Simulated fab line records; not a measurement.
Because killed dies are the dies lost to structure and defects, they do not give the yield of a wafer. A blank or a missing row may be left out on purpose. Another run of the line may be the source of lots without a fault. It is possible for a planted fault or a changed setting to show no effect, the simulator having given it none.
fab line records	flow nandHarc
record lots=7	wafers=21	lastDay=33
route steps=1302 shown THIN_TSV@1264 END@1302
lots that met no fault: from a run of the same line without faults
startH: the number of hours between the record's first day and the start of the first shown wafer of the lot	waitH: time in hours since the lot's previous step	" identical to the entry in the row above	L1.1+2: one row covering several wafers at once	- value missing, or start not given	* or withheld: withheld	< > ~ a bound
route shown NAME@n: names a module that has steps shown in the file, with the first one's number in the route	usual: mean/standard deviation taken from wafers without a fault	same: alike in all rows	chamber/n: place in a boat	sites: each site's reading	_std_site: standard deviation across them	_edge_site: inner sites' mean taken away from outer sites' mean	radiusMm: for every site, how far away it sits from the centre of the wafer	mask NAME#n: copy n	behind: the most recent tool/chamber to have shaped the wafer	hold: what put the lot on hold/how long, in hours/how the hold closed	device: whichever transistor did not switch (one of n, p or np)	end of line: the route-end tests of the same wafers	a step without rows: its recipe alone	killed: at the first sort, the dies lost to defects and structure; wafer yield is something else	map: a wafer's dies, marking killed ones x, the rest . and places with no die _
set.NAME: the run value of the setting; set.NAME@STEP: its run value at that earlier step	model.NAME: the simulator's own value behind a step, which no gauge read
lots seen at some steps along the route; tables by step, rows by wafer
services: from which hour (startH, from the record's first day; less than 0 if before it) a tool's chamber was out of use, for how many hours, and why
## steps
# step NHARC_THIN_TSV_CD_MEAS_16
# usual cdNm=998/3.1
lot.wafer	tool	chamber	startH	waitH	cdNm
L516.1	cdSem-01	-	595.39	0.1	997
L516.3	"	-	"	"	998
L516.4	"	-	"	"	1000
L523.1	cdSem-02	-	667.79	0.1	992
L523.3	"	-	"	"	994
L523.5	"	-	"	"	996
L527.2	cdSem-01	-	693.97	0.1	1004
L527.5	"	-	"	"	1003
L527.6	"	-	"	"	1003
L532.3	cdSem-01	-	756.82	0.1	995
L532.4	"	-	"	"	995
L532.6	"	-	"	"	999
L534.1	cdSem-03	-	764.06	0.1	996
L534.5	"	-	"	"	995
L534.6	"	-	"	"	996
L535.2	cdSem-01	-	764.22	0.1	999
L535.4	"	-	"	"	996
L535.5	"	-	"	"	993
L533.2	cdSem-02	-	765.11	0.1	999
L533.3	"	-	"	"	993
L533.6	"	-	"	"	997
# step NHARC_THIN_TSV_STRIP_45
# recipe powerW=1500	tempC=250	chemistry=O2
# usual drypumpMotorCurrentA=5.68/0.2	heaterPowerW=312/31
lot.wafer	tool	chamber	startH	waitH	drypumpMotorCurrentA	heaterPowerW	rfHoursCounterH
L516.1	plasmaAsher-01	1	595.51	0.1	5.52	339	14
L516.3	"	0	"	"	5.64	274	-
L516.4	"	1	"	"	5.56	348	-
L523.1	plasmaAsher-02	0	667.87	0.1	5.46	285	12
L523.3	"	1	"	"	5.96	341	-
L523.5	"	1	"	"	5.96	339	-
L527.2	plasmaAsher-02	1	694.04	0.1	5.92	351	17
L527.6	"	1	"	"	5.96	338	-
L527.5	"	0	"	"	5.45	283	-
L532.4	plasmaAsher-02	0	757.25	0.4	5.48	276	-
L532.3	"	1	"	"	5.93	341	-
L532.6	"	1	"	"	5.96	348	-
L534.1	plasmaAsher-02	0	764.29	0.2	5.46	278	32
L534.5	"	0	"	"	5.47	280	-
L534.6	"	1	"	"	5.93	343	-
L535.2	plasmaAsher-02	0	764.56	0.3	5.51	280	32
L535.4	"	0	"	"	5.51	278	-
L535.5	"	0	"	"	5.49	281	-
L533.2	plasmaAsher-02	0	765.50	0.4	5.48	282	33
L533.3	"	0	"	"	5.49	278	-
L533.6	"	1	"	"	5.95	341	-
# step NHARC_THIN_TSV_STRIP_46
# recipe timeS=1200	tempC=72.5	chemistry=postEtchResidueRemover
# step NHARC_THIN_TSV_DEP_47
# recipe targetThkA=2000	tempC=withheld	pressureTorr=6.5	rfW=900	teosFlowSccm=161.4	flowSccm=2650	targetThkNm=200	gas=O2	material=SiO2
# usual throttleValvePct=16.0/0.55
lot.wafer	tool	chamber	startH	waitH	throttleValvePct
L516.3	pecvd-03	1	596.27	-	15.4
L516.1	"	2	"	"	16.9
L516.4	"	2	"	"	16.4
L523.3	pecvd-03	1	671.93	-	15.4
L523.1	"	0	"	"	15.9
L523.5	"	2	"	"	16.8
L527.2	pecvd-03	2	694.84	-	17.0
L527.5	"	2	"	"	16.7
L527.6	"	0	"	"	16.1
L532.3	pecvd-03	1	758.11	-	15.6
L532.4	"	2	"	"	16.6
L532.6	"	1	"	"	15.6
L534.1	pecvd-02	2	765.08	-	16.5
L534.6	"	0	"	"	16.2
L534.5	"	1	"	"	14.5
L535.2	pecvd-03	2	765.42	-	16.5
L535.5	"	0	"	"	16.1
L535.4	"	1	"	"	15.8
L533.2	pecvd-04	0	766.26	-	15.8
L533.3	"	2	"	"	15.9
L533.6	"	2	"	"	15.9
# step NHARC_THIN_TSV_ETCHBACK_48
# recipe targetDepthA=10285	overEtchFrac=0.3	timeS=405.17	ionEnergyEv=250	c4f8FlowSccm=withheld	arFlowSccm=withheld	rfW=600	biasW=300	chemistry=C4F8/Ar
# step NHARC_THIN_TSV_STRIP_62
# recipe powerW=1500	tempC=250	timeS=20	chemistry=N2/H2
# step NHARC_THIN_TSV_DEGAS_49
# recipe tempC=300	timeS=120
# step NHARC_THIN_TSV_PRE_CLEAN_50
# recipe timeS=30	tempC=280	gas=H2/He
# step NHARC_THIN_TSV_PVD_19
# recipe targetThkA=200	chamberPressurePa=5	material=TaN
# step NHARC_THIN_TSV_PVD_51
# recipe targetThkA=1000	chamberPressurePa=5	material=Cu
# step NHARC_THIN_TSV_ECD_20
# recipe targetThkA=20000	material=Cu
# step NHARC_THIN_TSV_ANNEAL_52
# recipe tempC=225	timeS=90
# step NHARC_THIN_TSV_CMP_21
# recipe tOverpolishS=30	targetThkNm=2000
# usual edgeZonePressureFrac=1.000/0.005	motorCurrentA=11.8/0.55	overpolishRunS=30.000/0.0098
lot.wafer	tool	chamber	startH	waitH	edgeZonePressureFrac	motorCurrentA	overpolishRunS
L516.4	cmp-02	1	599.21	-	0.998	12.8	30.003
L516.1	"	2	"	"	0.999	11.5	30.019
L516.3	"	0	"	"	1.000	11.8	29.998
L523.1	cmp-01	0	674.78	-	1.006	12.1	29.992
L523.3	"	1	"	"	1.012	12.2	30.004
L523.5	"	2	"	"	1.011	10.8	29.993
L527.2	cmp-02	2	697.62	-	1.000	11.0	29.991
L527.6	"	1	"	"	0.994	13.4	30.007
L527.5	"	2	"	"	1.000	11.3	29.999
L532.4	cmp-01	3	760.58	-	-	-	-
L532.3	"	0	"	"	-	-	-
L532.6	"	3	"	"	-	-	-
L534.1	cmp-03	2	767.76	-	-	-	-
L534.5	"	2	"	"	-	-	-
L534.6	"	3	"	"	-	-	-
L535.4	cmp-01	0	767.98	-	1.006	11.9	30.012
L535.2	"	1	"	"	0.991	12.7	29.991
L535.5	"	3	"	"	1.003	12.1	30.006
L533.2	cmp-01	1	769.44	-	-	-	-
L533.3	"	3	"	"	-	-	-
L533.6	"	2	"	"	-	-	-
# step NHARC_THIN_TSV_SRD_23
# step NHARC_THIN_TSV_DEGAS_53
# recipe tempC=300	timeS=60
# usual heaterPowerW=446/43
lot.wafer	tool	chamber	startH	waitH	heaterPowerW
L516.4	pvdSputter-02	-	599.67	0.1	493
L516.3	"	-	"	"	402
L516.1	"	-	"	"	442
L523.3	pvdSputter-03	-	675.19	0.1	410
L523.1	"	-	"	"	400
L523.5	"	-	"	"	414
L527.2	pvdSputter-01	-	698.06	0.1	391
L527.5	"	-	"	"	519
L527.6	"	-	"	"	404
L532.4	pvdSputter-03	-	762.23	0.1	389
L532.3	"	-	"	"	430
L532.6	"	-	"	"	510
L534.1	pvdSputter-02	-	768.27	0.1	514
L534.5	"	-	"	"	453
L534.6	"	-	"	"	439
L535.4	pvdSputter-03	-	768.39	0.1	425
L535.2	"	-	"	"	394
L535.5	"	-	"	"	419
L533.2	pvdSputter-02	-	769.90	0.1	500
L533.3	"	-	"	"	445
L533.6	"	-	"	"	490
# step NHARC_THIN_TSV_PRE_CLEAN_54
# recipe timeS=30	tempC=280	gas=H2/He
# usual heaterPowerW=392/37
lot.wafer	tool	chamber	startH	waitH	heaterPowerW
L516.4	pvdSputter-02	-	599.75	0.1	387
L516.3	"	-	"	"	447
L516.1	"	-	"	"	374
L523.1	pvdSputter-03	-	675.25	0.0	469
L523.3	"	-	"	"	358
L523.5	"	-	"	"	357
L527.2	pvdSputter-01	-	698.16	0.1	380
L527.6	"	-	"	"	364
L527.5	"	-	"	"	452
L532.4	pvdSputter-03	-	762.29	0.1	457
L532.3	"	-	"	"	376
L532.6	"	-	"	"	460
L534.1	pvdSputter-02	-	768.33	0.0	382
L534.5	"	-	"	"	389
L534.6	"	-	"	"	385
L535.4	pvdSputter-03	-	768.48	0.1	382
L535.2	"	-	"	"	465
L535.5	"	-	"	"	370
L533.2	pvdSputter-02	-	769.98	0.1	444
L533.3	"	-	"	"	377
L533.6	"	-	"	"	455
# step NHARC_THIN_TSV_PVD_55
# recipe targetThkA=500	material=TiN
# step NHARC_THIN_TSV_PVD_24
# recipe targetThkA=8000	powerW=withheld	chamberPressurePa=withheld	substrateTempC=withheld	timeS=withheld	gas=Ar	material=Al
# step NHARC_THIN_TSV_DEHYDRATE_25
# recipe tempC=150	timeS=120
# step NHARC_THIN_TSV_HMDS_26
# recipe timeS=30
# step NHARC_THIN_TSV_COAT_27
# recipe spinRpm=*
# step NHARC_THIN_TSV_SOFTBAKE_28
# recipe tempC=122	timeS=95
# step NHARC_THIN_TSV_EBR_29
# step NHARC_THIN_TSV_EXPOSE_30
# recipe na=0.55	doseMj=11.47	maskId=PAD
# step NHARC_THIN_TSV_PEB_31
# recipe pebTempC=118	pebTimeS=85
# step NHARC_THIN_TSV_DEVELOP_32
# recipe timeS=70
# step NHARC_THIN_TSV_CD_MEAS_33
# recipe targetCdNm=5000	landingEnergyEv=500
# usual cdNm=5001.1/2.4
lot.wafer	tool	chamber	startH	waitH	cdNm
L516.1	cdSem-02	0	600.68	-	4999.9
L516.3	"	0	"	"	5000.2
L516.4	"	0	"	"	4999.7
L523.1	cdSem-03	0	676.32	-	5002.4
L523.3	"	0	"	"	5006.5
L523.5	"	0	"	"	5003.8
L527.2	cdSem-03	0	699.20	-	5002.7
L527.5	"	0	"	"	5001.1
L527.6	"	0	"	"	4999.6
L532.3	cdSem-02	0	763.36	-	5003.7
L532.4	"	0	"	"	5003.2
L532.6	"	0	"	"	5000.1
L534.1	cdSem-01	0	769.39	-	4997.8
L534.5	"	0	"	"	5000.1
L534.6	"	0	"	"	4998.7
L535.2	cdSem-03	0	769.61	-	5000.7
L535.4	"	0	"	"	4999.1
L535.5	"	0	"	"	5001.5
L533.2	cdSem-01	0	771.04	-	4997.8
L533.3	"	0	"	"	4998.7
L533.6	"	0	"	"	5000.2
# step NHARC_THIN_TSV_HARDBAKE_34
# recipe tempC=125	timeS=80
# step NHARC_THIN_TSV_DESCUM_35
# recipe timeS=3	o2FlowSccm=200	arFlowSccm=0	biasPowerW=0	chemistry=O2
# usual drypumpMotorCurrentA=5.7/0.37	oesProductAu=1.004/0.016	rfVppV=57.8/0.94	showerheadPlenumPTorr=1.92/0.081	throttleValvePct=11.312/0.0093
lot.wafer	tool	chamber	startH	waitH	drypumpMotorCurrentA	oesProductAu	rfHoursCounterH	rfVppV	showerheadPlenumPTorr	throttleValvePct
L516.1	rieDiel-12	3	600.86	-	5.9	0.992	7	57.4	1.84	11.323
L516.3	"	0	"	"	5.7	0.987	5	57.1	1.78	11.299
L516.4	"	3	"	"	5.9	0.992	-	57.1	1.84	11.310
L523.3	rieDiel-12	2	676.50	-	5.5	1.002	3	57.1	1.87	11.311
L523.1	"	3	"	"	5.9	1.001	3	56.7	1.84	11.304
L523.5	"	2	"	"	5.5	0.993	-	58.0	1.87	11.313
L527.2	rieDiel-10	2	699.38	-	5.9	1.020	7	58.0	1.88	11.317
L527.5	"	0	"	"	6.1	0.998	-	55.7	1.84	11.301
L527.6	"	1	"	"	5.4	0.987	-	59.0	2.03	11.319
L532.3	rieDiel-13	0	763.53	-	4.8	1.001	4	59.3	1.94	11.316
L532.4	"	2	"	"	6.3	1.019	2	59.2	2.01	11.302
L532.6	"	3	"	"	5.6	1.017	-	59.0	1.84	11.305
L534.1	rieDiel-10	0	769.56	-	6.2	0.998	10	57.8	1.84	11.321
L534.6	"	3	"	"	5.8	1.029	-	57.2	2.01	11.306
L534.5	"	0	"	"	6.2	1.001	-	57.4	1.84	11.301
L535.2	rieDiel-12	1	769.77	-	5.6	0.995	6	58.2	1.98	11.306
L535.4	"	3	"	"	5.9	1.005	7	57.4	1.83	11.319
L535.5	"	2	"	"	5.5	0.989	-	57.6	1.87	11.311
L533.3	rieDiel-10	3	771.22	-	5.8	1.028	11	56.8	2.01	11.317
L533.2	"	0	"	"	6.2	0.976	10	57.2	1.84	11.303
L533.6	"	2	"	"	5.9	1.013	-	57.3	1.88	11.321
# step NHARC_THIN_TSV_ETCH_59
# recipe targetDepthA=8800	icpW=900	biasW=100	Cl2_flow_sccm=60	bcl3FlowSccm=30	timeS=138.1	chemistry=Cl2/BCl3
# step NHARC_THIN_TSV_ETCH_36
# recipe targetDepthA=650	overEtchFrac=0.3	timeS=18.571	ionEnergyEv=150	chemistry=Cl2/BCl3
# step NHARC_THIN_TSV_STRIP_56
# recipe powerW=1500	tempC=250	chemistry=O2
# step NHARC_THIN_TSV_STRIP_57
# recipe timeS=1200	tempC=72.5	chemistry=postEtchResidueRemover
# step NHARC_THIN_TSV_CD_MEAS_37
# usual cdNm=5000/4
lot.wafer	tool	chamber	startH	waitH	cdNm
L516.1	cdSem-03	-	602.14	-	4997
L516.3	"	-	"	"	4997
L516.4	"	-	"	"	5001
L523.1	cdSem-01	-	677.77	-	4996
L523.3	"	-	"	"	5000
L523.5	"	-	"	"	5000
L527.2	cdSem-03	-	700.70	-	5006
L527.5	"	-	"	"	5003
L527.6	"	-	"	"	5002
L532.3	cdSem-01	-	764.86	-	5001
L532.4	"	-	"	"	4998
L532.6	"	-	"	"	5000
L534.1	cdSem-02	-	770.89	-	4993
L534.5	"	-	"	"	4995
L534.6	"	-	"	"	4996
L535.2	cdSem-02	-	771.04	-	4999
L535.4	"	-	"	"	4996
L535.5	"	-	"	"	4994
L533.2	cdSem-01	-	772.53	-	4997
L533.3	"	-	"	"	4991
L533.6	"	-	"	"	4998
# step NHARC_THIN_TSV_ANNEAL_58
# recipe tempC=400	timeS=1800
# step NHARC_THIN_TSV_INSPECT_40
# usual rawDefectCount=543/91
lot.wafer	tool	chamber	startH	waitH	rawDefectCount
L516.1	defectInspect-02	-	608.91	0.4	524
L516.3	"	-	"	"	459
L516.4	"	-	"	"	375
L523.1	defectInspect-02	-	682.21	0.4	486
L523.3	"	-	"	"	506
L523.5	"	-	"	"	446
L527.2	defectInspect-02	-	705.20	0.4	582
L527.5	"	-	"	"	549
L527.6	"	-	"	"	631
L532.3	defectInspect-01	-	771.13	0.4	6326
L532.4	"	-	"	"	6298
L532.6	"	-	"	"	6536
L535.2	defectInspect-01	-	777.21	0.4	737
L535.4	"	-	"	"	659
L535.5	"	-	"	"	554
L533.2	defectInspect-02	-	777.21	0.4	6241
L533.3	"	-	"	"	6303
L533.6	"	-	"	"	6361
L534.1	defectInspect-01	-	777.22	0.4	6317
L534.5	"	-	"	"	6505
L534.6	"	-	"	"	6459
# step NHARC_END_SORT_01
# recipe tempC=25
# usual defectLimitedYield=92.3/2.7	killedAtArray=47/18	killedAtOther=0.9/1.1	killedAtPeriphery=4/3.1	killedDies=52/18	killedOpen=3.1/1.5	killedShort=2.4/1.5	sort_bin_2_pct=2.7/1.2	sort_bin_3_pct=0.6/0.38	sort_bin_4_pct=4.5/1.5	sortNPass=625/18	sortRimYieldPct=89/4.5	sortYieldPct=92.3/2.7
# same grossDies=677	sort_bin_5_pct[%]=0	sort_bin_6_pct[%]=0	sort_bin_7_pct[%]=0	sort_bin_8_pct[%]=0	sortRimNGross=106.00
lot.wafer	tool	chamber	startH	waitH	defectLimitedYield[%]	killedAtArray	killedAtOther	killedAtPeriphery	killedDies	killedOpen	killedShort	sort_bin_2_pct[%]	sort_bin_3_pct[%]	sort_bin_4_pct[%]	sortNPass	sortRimYieldPct[%]	sortYieldPct[%]
L532.3	prober-02	0	775.76	3.1	0	65	607	5	677	3	2	3.0	90.1	6.9	0	0	0
L532.4	prober-02	0	776.55	3.4	0	53	620	4	677	2	1	2.4	91.4	6.2	0	0	0
L532.6	prober-02	0	778.13	4.0	0	59	614	4	677	5	2	4.4	90.8	4.7	0	0	0
L533.2	prober-01	0	781.08	2.8	0	24	651	2	677	2	2	0.9	96.3	2.8	0	0	0
L533.3	prober-01	0	781.87	3.1	0	24	653	0	677	3	3	1.0	96.5	2.5	0	0	0
L533.6	prober-01	0	784.25	4.0	0	31	644	2	677	1	3	2.1	95.3	2.7	0	0	0
L534.1	prober-01	0	788.08	2.5	0	42	627	8	677	3	2	2.2	92.8	5.0	0	0	0
L534.5	prober-01	0	791.28	3.7	0	47	626	4	677	4	3	3.7	92.8	3.5	0	0	0
L534.6	prober-01	0	792.09	4.0	0	44	625	8	677	6	1	2.7	93.2	4.1	0	0	0
# killed by level:class
L532.3 THIN_TSV:areaCmp=603 A_SLIT:chamberFilmFlake=31 A_CHANNEL_HOLE_D1:chamberFilmFlake=8 A_CHANNEL_HOLE_D2:chamberFilmFlake=8 A_STAIRCASE:chamberFilmFlake=6 THIN_TSV:chamberFilmFlake=4 A_CHANNEL_FILL_D1:chamberFilmFlake=3 P_ZERO_WELL:chamberFilmFlake=2
L532.4 THIN_TSV:areaCmp=617 A_SLIT:chamberFilmFlake=22 A_CHANNEL_HOLE_D1:chamberFilmFlake=14 A_CHANNEL_HOLE_D2:chamberFilmFlake=5 A_STAIRCASE:chamberFilmFlake=4 THIN_TSV:chamberFilmFlake=3 P_STI:chamberFilmFlake=2 A_SGD_CUT:chamberFilmFlake=2
L532.6 THIN_TSV:areaCmp=611 A_SLIT:chamberFilmFlake=19 A_CHANNEL_HOLE_D1:chamberFilmFlake=13 A_STAIRCASE:chamberFilmFlake=7 A_CHANNEL_HOLE_D2:chamberFilmFlake=5 A_SGD_CUT:chamberFilmFlake=4 A_CHANNEL_FILL_D1:chamberFilmFlake=3 A_CONTACT:geometricParticle:open=2
L533.2 THIN_TSV:areaCmp=651 A_CONTACT:chamberFilmFlake=7 A_CHANNEL_HOLE_D2:chamberFilmFlake=3 A_ZERO_WELL:chamberFilmFlake=2 A_CHANNEL_HOLE_D1:unspecified=2 A_CHANNEL_FILL_D1:chamberFilmFlake=2 A_SLIT:chamberFilmFlake=2 P_M0:geometricParticle:short=1
L533.3 THIN_TSV:areaCmp=652 A_CONTACT:chamberFilmFlake=7 A_SLIT:chamberFilmFlake=4 A_CHANNEL_FILL_D1:chamberFilmFlake=2 A_STAIRCASE:chamberFilmFlake=2 A_ONON_D1:geometricParticle:short=1 A_CHANNEL_HOLE_D1:geometricParticle:open=1 A_CHANNEL_FILL_D1:geometricParticle:open=1
L533.6 THIN_TSV:areaCmp=641 A_SLIT:chamberFilmFlake=10 A_CONTACT:chamberFilmFlake=9 A_CHANNEL_HOLE_D2:chamberFilmFlake=3 P_GATE:chamberFilmFlake=2 A_CHANNEL_FILL_D1:chamberFilmFlake=2 A_DECK1_JOINT:chamberFilmFlake=2 THIN_TSV:chamberFilmFlake=2
L534.1 THIN_TSV:areaCmp=627 A_CHANNEL_HOLE_D2:chamberFilmFlake=18 A_CHANNEL_HOLE_D1:chamberFilmFlake=8 P_M2:chamberFilmFlake=6 A_SLIT:chamberFilmFlake=5 A_CONTACT:chamberFilmFlake=3 A_STAIRCASE:chamberFilmFlake=2 P_CONTACT:geometricParticle:short=1
L534.5 THIN_TSV:areaCmp=623 A_CHANNEL_HOLE_D2:chamberFilmFlake=22 A_CHANNEL_HOLE_D1:chamberFilmFlake=12 A_CONTACT:chamberFilmFlake=4 P_M2:chamberFilmFlake=3 A_SLIT:chamberFilmFlake=2 THIN_TSV:chamberFilmFlake=2 A_CHANNEL_FILL_D1:geometricParticle:open=1
L534.6 THIN_TSV:areaCmp=624 A_CHANNEL_HOLE_D2:chamberFilmFlake=17 A_CHANNEL_HOLE_D1:chamberFilmFlake=11 A_SLIT:chamberFilmFlake=5 P_M2:chamberFilmFlake=3 A_CONTACT:chamberFilmFlake=3 P_M1:geometricParticle:open=2 P_M2:geometricParticle:open=2
# map L532.3 (x killed, . not)
____________x____________
_________xxxxxxx_________
_______xxxxxxxxxxx_______
______xxxxxxxxxxxxx______
_____xxxxxxxxxxxxxxx_____
____xxxxxxxxxxxxxxxxx____
____xxxxxxxxxxxxxxxxx____
___xxxxxxxxxxxxxxxxxxx___
___xxxxxxxxxxxxxxxxxxx___
__xxxxxxxxxxxxxxxxxxxxx__
__xxxxxxxxxxxxxxxxxxxxx__
_xxxxxxxxxxxxxxxxxxxxxxx_
_xxxxxxxxxxxxxxxxxxxxxxx_
_xxxxxxxxxxxxxxxxxxxxxxx_
_xxxxxxxxxxxxxxxxxxxxxxx_
_xxxxxxxxxxxxxxxxxxxxxxx_
xxxxxxxxxxxxxxxxxxxxxxxxx
xxxxxxxxxxxxxxxxxxxxxxxxx
xxxxxxxxxxxxxxxxxxxxxxxxx
xxxxxxxxxxxxxxxxxxxxxxxxx
xxxxxxxxxxxxxxxxxxxxxxxxx
_xxxxxxxxxxxxxxxxxxxxxxx_
_xxxxxxxxxxxxxxxxxxxxxxx_
_xxxxxxxxxxxxxxxxxxxxxxx_
_xxxxxxxxxxxxxxxxxxxxxxx_
_xxxxxxxxxxxxxxxxxxxxxxx_
__xxxxxxxxxxxxxxxxxxxxx__
__xxxxxxxxxxxxxxxxxxxxx__
___xxxxxxxxxxxxxxxxxxx___
___xxxxxxxxxxxxxxxxxxx___
____xxxxxxxxxxxxxxxxx____
____xxxxxxxxxxxxxxxxx____
_____xxxxxxxxxxxxxxx_____
______xxxxxxxxxxxxx______
_______xxxxxxxxxxx_______
_________xxxxxxx_________
____________x____________
# map L533.2 (x killed, . not)
____________x____________
_________xxxxxxx_________
_______xxxxxxxxxxx_______
______xxxxxxxxxxxxx______
_____xxxxxxxxxxxxxxx_____
____xxxxxxxxxxxxxxxxx____
____xxxxxxxxxxxxxxxxx____
___xxxxxxxxxxxxxxxxxxx___
___xxxxxxxxxxxxxxxxxxx___
__xxxxxxxxxxxxxxxxxxxxx__
__xxxxxxxxxxxxxxxxxxxxx__
_xxxxxxxxxxxxxxxxxxxxxxx_
_xxxxxxxxxxxxxxxxxxxxxxx_
_xxxxxxxxxxxxxxxxxxxxxxx_
_xxxxxxxxxxxxxxxxxxxxxxx_
_xxxxxxxxxxxxxxxxxxxxxxx_
xxxxxxxxxxxxxxxxxxxxxxxxx
xxxxxxxxxxxxxxxxxxxxxxxxx
xxxxxxxxxxxxxxxxxxxxxxxxx
xxxxxxxxxxxxxxxxxxxxxxxxx
xxxxxxxxxxxxxxxxxxxxxxxxx
_xxxxxxxxxxxxxxxxxxxxxxx_
_xxxxxxxxxxxxxxxxxxxxxxx_
_xxxxxxxxxxxxxxxxxxxxxxx_
_xxxxxxxxxxxxxxxxxxxxxxx_
_xxxxxxxxxxxxxxxxxxxxxxx_
__xxxxxxxxxxxxxxxxxxxxx__
__xxxxxxxxxxxxxxxxxxxxx__
___xxxxxxxxxxxxxxxxxxx___
___xxxxxxxxxxxxxxxxxxx___
____xxxxxxxxxxxxxxxxx____
____xxxxxxxxxxxxxxxxx____
_____xxxxxxxxxxxxxxx_____
______xxxxxxxxxxxxx______
_______xxxxxxxxxxx_______
_________xxxxxxx_________
____________x____________
## services
tool	chamber	startH	hours	kind
cmp-01	-	577.73	4.0	pm
rieDiel-12	0	578.25	6.8	repair
rieDiel-12	-	587.70	0.2	repair
rieDiel-12	0	592.10	1.7	repair
rieDiel-10	-	596.50	9.0	pm
rieDiel-12	2	598.78	8.2	repair
plasmaAsher-02	-	603.00	9.0	pm
pvdSputter-02	-	603.37	4.7	repair
pecvd-03	0	613.93	14.7	repair
rieDiel-12	-	622.47	9.0	pm
rieDiel-10	3	632.25	6.7	repair
rieDiel-10	0	635.37	3.6	repair
pvdSputter-02	-	638.00	10.0	pm
cmp-01	-	643.81	3.6	repair
pvdSputter-02	-	648.99	3.2	repair
cmp-01	-	675.73	4.0	pm
rieDiel-12	0	691.65	2.1	repair
cmp-01	-	695.01	23.1	repair
pvdSputter-03	-	704.08	10.0	pm
pecvd-03	-	710.71	1.2	repair
pecvd-03	-	728.13	13.0	pm
cmp-01	-	736.45	0.3	repair
cmp-01	-	737.12	4.7	repair
cmp-01	-	758.19	0.2	repair
## key
firstSign step=NHARC_THIN_TSV_CMP_21	reading=toolRecord	direction=missing
effect step=NHARC_THIN_TSV_INSPECT_40	reading=rawDefectCount	direction=up	sigmas=64	usual=543	struck=6372
effect step=NHARC_END_SORT_01	reading=killedAtOther	direction=up	sigmas=99+	usual=0.9	struck=629.7
moreKillsBornAt NHARC_THIN_TSV_CMP_21@cmp-01=3775	NHARC_THIN_TSV_CMP_21@cmp-03=1874
metAt NHARC_THIN_TSV_CMP_21
struckWafers L532.3,L532.4,L532.6,L533.2,L533.3,L533.6,L534.1,L534.5,L534.6
laterRowsLeftOut L532.3,L532.4,L532.6,L533.2,L533.3,L533.6,L534.1,L534.5,L534.6
onsetBetween 674.78 760.58
fault kind=skippedStepWhole	tool=cmp-01,cmp-03	chamber=-	onsetH=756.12	steps=NHARC_THIN_TSV_CMP_21	scope=struckLotsOnly
# laterRowsLeftOut: the simulator's readings of these wafers behind a module that went badly wrong aren't trusted and aren't shown, but for the sort
